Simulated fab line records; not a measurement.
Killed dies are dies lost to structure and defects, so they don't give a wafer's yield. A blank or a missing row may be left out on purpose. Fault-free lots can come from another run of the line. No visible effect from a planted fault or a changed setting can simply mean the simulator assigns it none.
Chamber matching -- flow nand harc -- pecvd-03 running NHARC_A_ONON_D2_DEP_33: 3 sister chambers
The step deposits SiO2, target thk 200 nm. 22 wafers are shown with their chamber, then 11 later ones without.

== WAFERS PAIRED WITH THEIR CHAMBERS ==
wafer,chamber,throttle valve pct (%),heater power w (W),rf fwd power W (W)
L074.2,2,16.6,461,893.9
L074.3,0,15.5,513,898.0
L074.6,1,16.0,510,897.5
L077.3,0,15.7,464,900.8
L077.4,1,15.8,484,900.2
L077.6,0,15.6,471,899.0
L079.1,1,15.7,445,899.8
L079.2,0,15.6,530,898.8
L079.4,1,15.8,455,898.8
L080.4,0,15.5,463,895.0
L080.5,1,15.7,497,898.3
L080.6,2,16.8,393,898.3
L081.2,1,15.8,447,899.0
L081.5,1,16.0,464,898.7
L081.6,2,16.7,466,900.5
L086.3,1,15.8,587,899.7
L086.4,0,15.3,542,896.0
L086.5,1,15.8,605,900.3
L090.1,2,16.7,384,898.4
L090.5,0,15.6,500,895.1
L090.6,1,15.9,587,894.9
L093.3,0,15.5,462,896.6

SIGNATURES (averages over the wafers above)
reading,chamber 0,chamber 1,chamber 2,scatter within a chamber
throttle valve pct,15.537,15.830,16.700,0.108
heater power w,493.12,508.10,426.00,50.3
rf fwd power W,897.413,898.720,897.775,2
Rule: a wafer lies at a distance from a chamber equal to the root of the sum of squares, over the readings, of (its reading less the chamber's mean, divided by the reading's scatter). If the next closest chamber is less than 2 further off than the closest, the wafer can't be placed; otherwise it belongs to the closest. How the scatter is found: for the shown wafers, subtract from each reading the mean of its chamber, square and add these, divide the total by (wafers less chambers), then take the root.

== WAFERS WITHOUT THEIR CHAMBER ==
wafer,throttle valve pct (%),heater power w (W),rf fwd power W (W)
L093.5,16.6,433,905.9
L093.6,15.5,469,895.6
L095.1,15.7,510,896.9
L095.2,16.2,571,899.2
L095.5,15.9,585,901.7
L096.1,17.0,455,893.8
L096.2,15.8,606,901.7
L096.3,15.6,547,896.9
L097.2,17.0,414,893.8
L097.3,15.8,600,898.6
L097.5,15.8,606,899.6

== WHICH CHAMBER EACH WENT THROUGH ==
wafer,from the rows above,in truth
L093.5,2,2
L093.6,0,0
L095.1,can't be placed: 1 or 0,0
L095.2,can't be placed: 1 or 2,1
L095.5,1,1
L096.1,2,2
L096.2,can't be placed: 1 or 0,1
L096.3,can't be placed: 0 or 1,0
L097.2,2,2
L097.3,can't be placed: 1 or 0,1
L097.5,can't be placed: 1 or 0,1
Placed correctly: 5 of 11. Can't be placed from these rows: 6 (the true chamber is among the candidates in 6). Wrongly placed: 0.
